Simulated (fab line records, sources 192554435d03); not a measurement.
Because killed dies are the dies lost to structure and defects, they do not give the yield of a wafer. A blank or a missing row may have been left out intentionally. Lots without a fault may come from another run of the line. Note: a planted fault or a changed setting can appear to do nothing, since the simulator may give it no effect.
Chamber matching :: flow n5_finfet :: rie_diel-06 running N5_BEOL_M15_ETCH_61: 4 sister chambers
The step etches BARC in N2/H2, target depth 89 nm, overetch 26.7 nm, time 67.9 s. 27 wafers are shown with their chamber, then 12 later ones without.

WAFERS WITH THEIR CHAMBER
wafer: L074.4
chamber: 3
showerhead_plenum_p_Torr (Torr): 2.43
drypump_motor_current_A (A): 5.5
throttle_valve_pct (%): 18.29

wafer: L074.5
chamber: 3
showerhead_plenum_p_Torr (Torr): 2.43
drypump_motor_current_A (A): 5.6
throttle_valve_pct (%): 18.28

wafer: L074.6
chamber: 0
showerhead_plenum_p_Torr (Torr): 2.61
drypump_motor_current_A (A): 5.1
throttle_valve_pct (%): 17.80

wafer: L075.1
chamber: 3
showerhead_plenum_p_Torr (Torr): 2.43
drypump_motor_current_A (A): 5.5
throttle_valve_pct (%): 18.27

wafer: L075.3
chamber: 1
showerhead_plenum_p_Torr (Torr): 2.54
drypump_motor_current_A (A): 5.3
throttle_valve_pct (%): 18.03

wafer: L075.6
chamber: 3
showerhead_plenum_p_Torr (Torr): 2.43
drypump_motor_current_A (A): 5.5
throttle_valve_pct (%): 18.28

wafer: L076.3
chamber: 3
showerhead_plenum_p_Torr (Torr): 2.43
drypump_motor_current_A (A): 5.5
throttle_valve_pct (%): 18.26

wafer: L076.4
chamber: 3
showerhead_plenum_p_Torr (Torr): 2.43
drypump_motor_current_A (A): 5.5
throttle_valve_pct (%): 18.28

wafer: L076.6
chamber: 2
showerhead_plenum_p_Torr (Torr): 2.47
drypump_motor_current_A (A): 6.0
throttle_valve_pct (%): 17.86

wafer: L078.3
chamber: 1
showerhead_plenum_p_Torr (Torr): 2.53
drypump_motor_current_A (A): 5.4
throttle_valve_pct (%): 18.02

wafer: L078.4
chamber: 2
showerhead_plenum_p_Torr (Torr): 2.47
drypump_motor_current_A (A): 6.0
throttle_valve_pct (%): 17.88

wafer: L078.5
chamber: 1
showerhead_plenum_p_Torr (Torr): 2.53
drypump_motor_current_A (A): 5.3
throttle_valve_pct (%): 18.03

wafer: L080.2
chamber: 2
showerhead_plenum_p_Torr (Torr): 2.47
drypump_motor_current_A (A): 6.0
throttle_valve_pct (%): 17.89

wafer: L080.3
chamber: 3
showerhead_plenum_p_Torr (Torr): 2.43
drypump_motor_current_A (A): 5.5
throttle_valve_pct (%): 18.29

wafer: L080.5
chamber: 1
showerhead_plenum_p_Torr (Torr): 2.53
drypump_motor_current_A (A): 5.3
throttle_valve_pct (%): 18.04

wafer: L081.2
chamber: 2
showerhead_plenum_p_Torr (Torr): 2.47
drypump_motor_current_A (A): 6.0
throttle_valve_pct (%): 17.89

wafer: L081.3
chamber: 0
showerhead_plenum_p_Torr (Torr): 2.61
drypump_motor_current_A (A): 5.1
throttle_valve_pct (%): 17.37

wafer: L081.6
chamber: 1
showerhead_plenum_p_Torr (Torr): 2.53
drypump_motor_current_A (A): 5.3
throttle_valve_pct (%): 18.04

wafer: L083.1
chamber: 0
showerhead_plenum_p_Torr (Torr): 2.61
drypump_motor_current_A (A): 5.1
throttle_valve_pct (%): 17.38

wafer: L083.3
chamber: 1
showerhead_plenum_p_Torr (Torr): 2.53
drypump_motor_current_A (A): 5.3
throttle_valve_pct (%): 18.03

wafer: L083.4
chamber: 0
showerhead_plenum_p_Torr (Torr): 2.61
drypump_motor_current_A (A): 5.1
throttle_valve_pct (%): 17.36

wafer: L084.1
chamber: 3
showerhead_plenum_p_Torr (Torr): 2.42
drypump_motor_current_A (A): 5.5
throttle_valve_pct (%): 18.31

wafer: L084.3
chamber: 0
showerhead_plenum_p_Torr (Torr): 2.60
drypump_motor_current_A (A): 5.1
throttle_valve_pct (%): 17.39

wafer: L084.6
chamber: 0
showerhead_plenum_p_Torr (Torr): 2.60
drypump_motor_current_A (A): 5.1
throttle_valve_pct (%): 17.37

wafer: L088.2
chamber: 2
showerhead_plenum_p_Torr (Torr): 2.47
drypump_motor_current_A (A): 6.0
throttle_valve_pct (%): 17.90

wafer: L088.3
chamber: 3
showerhead_plenum_p_Torr (Torr): 2.42
drypump_motor_current_A (A): 5.5
throttle_valve_pct (%): 18.32

wafer: L088.4
chamber: 0
showerhead_plenum_p_Torr (Torr): 2.60
drypump_motor_current_A (A): 5.1
throttle_valve_pct (%): 17.39

SIGNATURES (averages over the wafers above)
reading: showerhead_plenum_p_Torr
chamber 0: 2.6057
chamber 1: 2.5317
chamber 2: 2.4700
chamber 3: 2.4278
scatter within a chamber: 0.00422

reading: drypump_motor_current_A
chamber 0: 5.100
chamber 1: 5.317
chamber 2: 6.000
chamber 3: 5.511
scatter within a chamber: 0.0274

reading: throttle_valve_pct
chamber 0: 17.4371
chamber 1: 18.0317
chamber 2: 17.8840
chamber 3: 18.2867
scatter within a chamber: 0.083
Rule: a wafer lies at a distance from a chamber equal to the root of the sum of squares, over the readings, of (its reading less the chamber's mean, divided by the reading's scatter). If the next closest chamber is less than 2 further off than the closest, the wafer can't be placed; otherwise it belongs to the closest. The scatter is the square root of a quotient: the sum, over the shown wafers, of each reading's squared deviation from its chamber's mean, divided by wafers minus chambers.

WAFERS WHOSE CHAMBER IS MISSING
wafer: L090.1
showerhead_plenum_p_Torr (Torr): 2.47
drypump_motor_current_A (A): 6.0
throttle_valve_pct (%): 17.90

wafer: L090.3
showerhead_plenum_p_Torr (Torr): 2.53
drypump_motor_current_A (A): 5.3
throttle_valve_pct (%): 18.07

wafer: L090.4
showerhead_plenum_p_Torr (Torr): 2.60
drypump_motor_current_A (A): 5.1
throttle_valve_pct (%): 17.40

wafer: L087.1
showerhead_plenum_p_Torr (Torr): 2.42
drypump_motor_current_A (A): 5.5
throttle_valve_pct (%): 18.33

wafer: L087.3
showerhead_plenum_p_Torr (Torr): 2.53
drypump_motor_current_A (A): 5.3
throttle_valve_pct (%): 18.06

wafer: L087.5
showerhead_plenum_p_Torr (Torr): 2.42
drypump_motor_current_A (A): 5.5
throttle_valve_pct (%): 18.32

wafer: L091.3
showerhead_plenum_p_Torr (Torr): 2.53
drypump_motor_current_A (A): 5.3
throttle_valve_pct (%): 18.06

wafer: L091.4
showerhead_plenum_p_Torr (Torr): 2.46
drypump_motor_current_A (A): 6.0
throttle_valve_pct (%): 17.88

wafer: L091.5
showerhead_plenum_p_Torr (Torr): 2.53
drypump_motor_current_A (A): 5.3
throttle_valve_pct (%): 18.08

wafer: L096.3
showerhead_plenum_p_Torr (Torr): 2.41
drypump_motor_current_A (A): 5.5
throttle_valve_pct (%): 18.34

wafer: L096.4
showerhead_plenum_p_Torr (Torr): 2.46
drypump_motor_current_A (A): 6.0
throttle_valve_pct (%): 17.94

wafer: L096.5
showerhead_plenum_p_Torr (Torr): 2.52
drypump_motor_current_A (A): 5.3
throttle_valve_pct (%): 18.12

THE CHAMBER EACH PASSED THROUGH
wafer: L090.1
from the rows above: 2
in truth: 2

wafer: L090.3
from the rows above: 1
in truth: 1

wafer: L090.4
from the rows above: 0
in truth: 0

wafer: L087.1
from the rows above: 3
in truth: 3

wafer: L087.3
from the rows above: 1
in truth: 1

wafer: L087.5
from the rows above: 3
in truth: 3

wafer: L091.3
from the rows above: 1
in truth: 1

wafer: L091.4
from the rows above: 2
in truth: 2

wafer: L091.5
from the rows above: 1
in truth: 1

wafer: L096.3
from the rows above: 3
in truth: 3

wafer: L096.4
from the rows above: 2
in truth: 2

wafer: L096.5
from the rows above: 1
in truth: 1
12 of 12 placed correctly. From these rows, 0 cannot be placed. Placed wrongly: 0.
